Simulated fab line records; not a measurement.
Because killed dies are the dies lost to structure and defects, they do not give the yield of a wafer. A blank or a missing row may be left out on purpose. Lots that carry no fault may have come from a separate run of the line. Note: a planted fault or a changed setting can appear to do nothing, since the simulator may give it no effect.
fab line records -- flow n5-finfet -- part 2 of 2: steps 17 to 27 of 27
record: lots: 5, wafers: 15, last-day: 16
route steps=1938 shown BEOL_M0_SAQP@666
lots untouched by any fault: they come from a run of this same line in which no faults occurred
start-h: hours from the record's first day to the start of the lot's first wafer shown -- wait-h: hours from the lot's prior step to this one -- " as in the row above -- L1.1+2: a row that stands for several wafers -- - no value, or no start given -- * or withheld: withheld -- < > ~ a bound
route shown NAME@n: NAME is a module with steps in the file, n the number in the route of the first one -- usual: mean/standard deviation of fault-free wafers -- same: alike in all rows -- chamber/n: place in a boat -- sites: the reading at each site -- _std_site: the values' standard deviation -- _edge_site: outer sites' mean less inner sites' -- radius-mm: how far each site lies from the wafer's centre -- mask NAME#n: copy n -- behind: tool/chamber where the wafer was last shaped -- hold: why the lot was held/for how many hours/how that ended -- device: names the non-switching transistor (n, p or np) -- end of line: tests of these same wafers at the route's end -- for a step that has no rows: nothing shown but its recipe -- killed: dies lost to structure and defects at the first sort, not the wafer's yield -- map: shows each die of a wafer: x if killed, . if not, _ if none is there
set.NAME: the setting that was run; set.NAME@STEP: the one run at that earlier step -- model.NAME: the simulator's own value behind a step, which no gauge read
lots at some steps of the route; a table a step, a row a wafer
services: a tool's chamber out of use, with start hour (start-h, from the record's first day; less than 0 if before it), hours out, and reason
== steps ==
step: N5_BEOL_M0_SAQP_COAT_87
recipe: resist: underlayer, temp-c: 205, time-s: 60, spin-rpm: 1500, resist-thk-nm: 5
lot.wafer,tool,chamber,start-h,wait-h
L074.1+2+6,litho-track-03,0,-,-
L078.3+4+5,litho-track-01,0,-,-
L083.1+2+4,litho-track-01,0,-,-
L085.2+4+5,litho-track-05,0,-,-
L092.1+4+6,litho-track-01,0,-,-
step: N5_BEOL_M0_SAQP_COAT_34
recipe: resist: CAR-EUV, spin-rpm: 1500, resist-thk-nm: 30
lot.wafer,tool,chamber,start-h,wait-h
L074.1+2+6,litho-track-03,0,-,-
L078.3+4+5,litho-track-01,0,-,-
L083.1+2+4,litho-track-01,0,-,-
L085.2+4+5,litho-track-05,0,-,-
L092.1+4+6,litho-track-01,0,-,-
step: N5_BEOL_M0_SAQP_EBR_36
recipe: solvent: PGMEA, ebr-width-mm: 1.5
lot.wafer,tool,chamber,start-h,wait-h
L074.1+2+6,litho-track-03,0,-,-
L078.3+4+5,litho-track-01,0,-,-
L083.1+2+4,litho-track-01,0,-,-
L085.2+4+5,litho-track-05,0,-,-
L092.1+4+6,litho-track-01,0,-,-
step: N5_BEOL_M0_SAQP_SOFTBAKE_35
recipe: temp-c: 110, time-s: 60, resist: CAR-EUV
lot.wafer,tool,chamber,start-h,wait-h
L074.1+2+6,litho-track-03,0,-,-
L078.3+4+5,litho-track-01,0,-,-
L083.1+2+4,litho-track-01,0,-,-
L085.2+4+5,litho-track-05,0,-,-
L092.1+4+6,litho-track-01,0,-,-
step: N5_BEOL_M0_SAQP_EXPOSE_37
recipe: mask-id: M0_CUT1, na: 0.33, source-shape: annular, sigma-inner: 0.35, sigma-outer: 0.8, polarization: unpolarized, target-cd-nm: 30, dose-mj: 44.75
usual: reticle-temp-C: 22.98/0.093
same: na: 0.33
lot.wafer,tool,chamber,start-h,wait-h,mask,reticle-temp-C
L074.1,euv-scanner-01,0,114.02,-,M0_CUT1#0,23.10
L074.2,euv-scanner-01,0,114.02,-,M0_CUT1#0,23.08
L074.6,euv-scanner-01,0,114.02,-,M0_CUT1#0,23.01
L078.3,euv-scanner-02,0,134.92,-,M0_CUT1#0,22.90
L078.4,euv-scanner-02,0,134.92,-,M0_CUT1#0,22.95
L078.5,euv-scanner-02,0,134.92,-,M0_CUT1#0,23.09
L083.1,euv-scanner-01,0,174.70,-,M0_CUT1#0,22.97
L083.2,euv-scanner-01,0,174.70,-,M0_CUT1#0,23.05
L083.4,euv-scanner-01,0,174.70,-,M0_CUT1#0,23.01
L085.2,euv-scanner-01,0,177.44,-,M0_CUT1#0,23.00
L085.4,euv-scanner-01,0,177.44,-,M0_CUT1#0,23.01
L085.5,euv-scanner-01,0,177.44,-,M0_CUT1#0,22.94
L092.1,euv-scanner-02,0,228.16,-,M0_CUT1#0,23.01
L092.4,euv-scanner-02,0,228.16,-,M0_CUT1#0,22.95
L092.6,euv-scanner-02,0,228.16,-,M0_CUT1#0,23.20
step: N5_BEOL_M0_SAQP_PEB_38
recipe: peb-temp-c: 100, peb-time-s: 60, resist: CAR-EUV
lot.wafer,tool,chamber,start-h,wait-h
L074.1+2+6,litho-track-03,0,114.08,0.1
L078.3+4+5,litho-track-01,0,134.97,0.0
L083.1+2+4,litho-track-03,0,174.76,0.1
L085.2+4+5,litho-track-05,0,177.50,0.1
L092.1+4+6,litho-track-01,0,228.23,0.1
step: N5_BEOL_M0_SAQP_DEVELOP_39
recipe: develop-time-s: 30, developer: TMAH, resist: CAR-EUV, rinse-liquid: surfactant-rinse, dry: air-spin, dev-temp-c: 23
lot.wafer,tool,chamber,start-h,wait-h
L074.1+2+6,litho-track-03,0,-,-
L078.3+4+5,litho-track-01,0,-,-
L083.1+2+4,litho-track-03,0,-,-
L085.2+4+5,litho-track-05,0,-,-
L092.1+4+6,litho-track-01,0,-,-
step: N5_BEOL_M0_SAQP_CD_MEAS_40
recipe: target-cd-nm: 30, landing-energy-ev: 500, detector: se-inlens
usual: cd-nm: 30.09/0.26
lot.wafer,tool,chamber,start-h,wait-h,cd-nm
L074.1,cd-sem-03,0,114.15,-,30.30
L074.2,cd-sem-03,0,114.15,-,30.10
L074.6,cd-sem-03,0,114.15,-,30.25
L078.3,cd-sem-02,0,135.04,-,30.14
L078.4,cd-sem-02,0,135.04,-,30.35
L078.5,cd-sem-02,0,135.04,-,29.98
L083.1,cd-sem-03,0,174.83,-,30.24
L083.2,cd-sem-03,0,174.83,-,30.46
L083.4,cd-sem-03,0,174.83,-,30.20
L085.2,cd-sem-03,0,177.57,-,29.66
L085.4,cd-sem-03,0,177.57,-,30.10
L085.5,cd-sem-03,0,177.57,-,30.23
L092.1,cd-sem-02,0,228.29,-,29.92
L092.4,cd-sem-02,0,228.29,-,29.93
L092.6,cd-sem-02,0,228.29,-,30.32
step: N5_BEOL_M0_SAQP_OVL_MEAS_41
recipe: points-per-wafer: 522
usual: M0_CUT1_OVL: 0.0/0.66
lot.wafer,tool,chamber,start-h,wait-h,M0_CUT1_OVL[nm]
L074.1,overlay-02,0,114.18,0.0,0.1
L074.2,overlay-02,0,114.18,0.0,-0.4
L074.6,overlay-02,0,114.18,0.0,0.3
L078.3,overlay-01,0,135.08,0.0,0.8
L078.4,overlay-01,0,135.08,0.0,-1.4
L078.5,overlay-01,0,135.08,0.0,0.3
L083.1,overlay-02,0,174.86,0.0,-0.3
L083.2,overlay-02,0,174.86,0.0,-0.8
L083.4,overlay-02,0,174.86,0.0,0.1
L085.2,overlay-01,0,177.61,0.0,-0.2
L085.4,overlay-01,0,177.61,0.0,-0.2
L085.5,overlay-01,0,177.61,0.0,0.2
L092.1,overlay-01,0,228.32,0.0,-0.4
L092.4,overlay-01,0,228.32,0.0,1.1
L092.6,overlay-01,0,228.32,0.0,-0.2
step: N5_BEOL_M0_SAQP_INSPECT_42
recipe: mode: adi, inspect-instrument: brightfield
usual: raw-defect-count: 262/73
lot.wafer,tool,chamber,start-h,wait-h,raw-defect-count
L074.1,defect-inspect-02,-,114.24,0.1,241
L074.2,defect-inspect-02,-,114.24,0.1,440
L074.6,defect-inspect-02,-,114.24,0.1,249
L078.3,defect-inspect-01,-,135.13,0.0,347
L078.4,defect-inspect-01,-,135.13,0.0,355
L078.5,defect-inspect-01,-,135.13,0.0,309
L083.1,defect-inspect-01,-,174.92,0.1,234
L083.2,defect-inspect-01,-,174.92,0.1,193
L083.4,defect-inspect-01,-,174.92,0.1,194
L085.2,defect-inspect-02,-,177.66,0.0,198
L085.4,defect-inspect-02,-,177.66,0.0,273
L085.5,defect-inspect-02,-,177.66,0.0,315
L092.1,defect-inspect-02,-,228.39,0.1,327
L092.4,defect-inspect-02,-,228.39,0.1,334
L092.6,defect-inspect-02,-,228.39,0.1,321
step: N5_BEOL_M0_SAQP_DESCUM_45
recipe: chemistry: O2, time-s: 7, source-power-w: 50, bias-power-w: 20, pressure-mtorr: 20, rf-frequency-hz: 2.712e+07, temp-c: 40, resist: CAR-EUV, o2-flow-sccm: 225
usual: drypump-motor-current-A: 5.90/0.26, oes-product-au: 0.78/0.084, rf-vpp-V: 243.3/1.2, showerhead-plenum-p-Torr: 2.10/0.055, temp-c: 40.00/0.12, throttle-valve-pct: 20.37/0.25
lot.wafer,tool,chamber,start-h,wait-h,drypump-motor-current-A,oes-product-au,rf-hours-counter-h,rf-vpp-V,showerhead-plenum-p-Torr,temp-c,throttle-valve-pct
L074.1,rie-diel-06,0,114.66,0.4,5.79,0.73,155,245.6,2.21,40.01,20.63
L074.2,rie-diel-06,1,114.66,0.4,6.50,0.90,36,245.5,2.13,40.08,20.08
L074.6,rie-diel-06,0,114.66,0.4,5.77,0.73,-,246.1,2.21,39.90,20.64
L078.3,rie-diel-02,0,135.16,0.0,5.53,0.99,1,243.0,2.04,39.93,20.15
L078.4,rie-diel-02,2,135.16,0.0,5.96,0.76,-,242.2,2.11,39.92,20.24
L078.5,rie-diel-02,1,135.16,0.0,5.97,0.86,-,246.6,2.19,40.00,19.97
L083.1,rie-diel-03,2,175.09,0.2,6.02,0.81,83,243.5,2.10,39.91,20.24
L083.2,rie-diel-03,1,175.09,0.2,5.48,0.71,203,243.4,2.06,40.13,20.67
L083.4,rie-diel-03,3,175.09,0.2,5.81,0.70,222,243.0,2.17,40.14,20.42
L085.2,rie-diel-02,1,177.69,0.0,5.95,0.84,62,245.2,2.19,40.05,20.00
L085.4,rie-diel-02,0,177.69,0.0,5.49,0.93,17,243.5,2.04,39.88,20.16
L085.5,rie-diel-02,1,177.69,0.0,5.96,0.83,-,246.0,2.19,40.04,19.99
L092.1,rie-diel-06,0,228.43,0.0,5.79,0.70,187,245.4,2.19,40.08,20.70
L092.4,rie-diel-06,1,228.43,0.0,6.50,0.85,69,243.1,2.12,39.85,20.11
L092.6,rie-diel-06,3,228.43,0.0,5.76,0.70,-,242.8,2.08,40.01,20.83
== services ==
tool,chamber,start-h,hours,kind
euv-scanner-02,-,101.80,5.8,pm
vapor-etch-01,1,103.77,2.8,repair
euv-scanner-01,-,107.58,1.0,pm
rie-diel-02,0,119.54,-,clean
euv-scanner-02,-,123.58,1.0,pm
ald-sin-03,0,126.03,3.6,repair
ald-sin-01,1,129.96,14.0,repair
euv-scanner-01,-,132.54,1.4,repair
ald-sin-02,1,152.20,10.6,repair
euv-scanner-01,-,161.60,1.0,pm
rie-si-06,1,176.28,1.5,repair
ald-sin-01,-,176.92,14.0,pm
euv-scanner-02,-,179.73,1.0,pm
ald-sin-03,1,186.99,105.9,repair
vapor-etch-02,-,188.21,2.8,pm
rie-si-02,1,189.61,11.2,repair
euv-scanner-01,-,191.64,38.7,repair
rie-si-05,3,196.14,6.5,repair
rie-si-02,-,211.97,2.8,pm
ald-sin-01,-,214.57,0.5,repair
ald-sin-02,2,215.11,8.9,repair
ald-sin-01,-,218.36,6.1,pm
rie-diel-03,-,220.73,0.9,repair
ald-sin-03,-,224.98,0.7,repair
